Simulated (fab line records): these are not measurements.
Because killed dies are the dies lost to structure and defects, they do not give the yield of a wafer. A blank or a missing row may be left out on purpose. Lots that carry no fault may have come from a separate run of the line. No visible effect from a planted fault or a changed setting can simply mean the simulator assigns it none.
Chamber matching + flow nand-harc + NHARC_P_M0_CMP_23 on cmp-03: 4 sister chambers
The step polishes, t overpolish 20 s, target thk 117.54 nm. 14 wafers are shown with their chamber, then 7 later ones without.

## WAFERS WITH THEIR CHAMBER
| wafer  | chamber | motor-current-A (A) | time-to-endpoint-s (s) |
|--------|---------|---------------------|------------------------|
| L078.3 | 3       | 12.0                | 32.9                   |
| L078.4 | 1       | 13.2                | 29.6                   |
| L078.5 | 0       | 12.1                | 30.3                   |
| L080.1 | 0       | 12.8                | 32.6                   |
| L080.2 | 1       | 13.3                | 29.2                   |
| L080.3 | 2       | 11.6                | 27.1                   |
| L084.1 | 0       | 11.2                | 29.3                   |
| L084.2 | 1       | 12.8                | 27.2                   |
| L084.5 | 0       | 12.1                | 28.5                   |
| L088.1 | 3       | 11.3                | 30.7                   |
| L088.2 | 0       | 12.5                | 32.1                   |
| L088.6 | 1       | 12.9                | 28.5                   |
| L090.2 | 0       | 12.7                | 26.9                   |
| L090.5 | 0       | 12.3                | 27.5                   |

SIGNATURES (means of the wafers above)
| reading            | chamber 0 | chamber 1 | chamber 2 | chamber 3 | scatter within a chamber |
|--------------------|-----------|-----------|-----------|-----------|--------------------------|
| motor-current-A    | 12.243    | 13.050    | 11.600    | 11.650    | 0.462                    |
| time-to-endpoint-s | 29.600    | 28.625    | 27.100    | 31.800    | 1.86                     |
Rule: a wafer lies at a distance from a chamber equal to the root of the sum of squares, over the readings, of (its reading less the chamber's mean, divided by the reading's scatter). The wafer belongs to the nearest chamber; if the next one is less than 2 further off, it can't be placed. The scatter: take each reading less its chamber's mean, square it, sum over the shown wafers, divide by the number of wafers less the number of chambers, and take the root.

## WAFERS WHOSE CHAMBER IS MISSING
| wafer  | motor-current-A (A) | time-to-endpoint-s (s) |
|--------|---------------------|------------------------|
| L090.6 | 13.0                | 25.3                   |
| L091.1 | 11.8                | 29.9                   |
| L091.5 | 12.0                | 27.7                   |
| L091.6 | 11.6                | 24.6                   |
| L093.1 | 12.3                | 30.9                   |
| L093.4 | 12.7                | 27.4                   |
| L093.6 | 12.2                | 31.9                   |

## WHICH CHAMBER EACH ONE RAN IN
| wafer  | from the rows above               | in truth |
|--------|-----------------------------------|----------|
| L090.6 | can't be placed: 1 or 0 or 2      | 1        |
| L091.1 | can't be placed: 0 or 3 or 2 or 1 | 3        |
| L091.5 | can't be placed: 2 or 0 or 1 or 3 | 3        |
| L091.6 | can't be placed: 2 or 0           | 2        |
| L093.1 | can't be placed: 0 or 3 or 1 or 2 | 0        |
| L093.4 | can't be placed: 1 or 0 or 2      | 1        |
| L093.6 | can't be placed: 3 or 0 or 1 or 2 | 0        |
Correct placement for 0 of the 7. Can't be placed from these rows: 7 (the true chamber is among the candidates in 7). 0 placed wrongly.
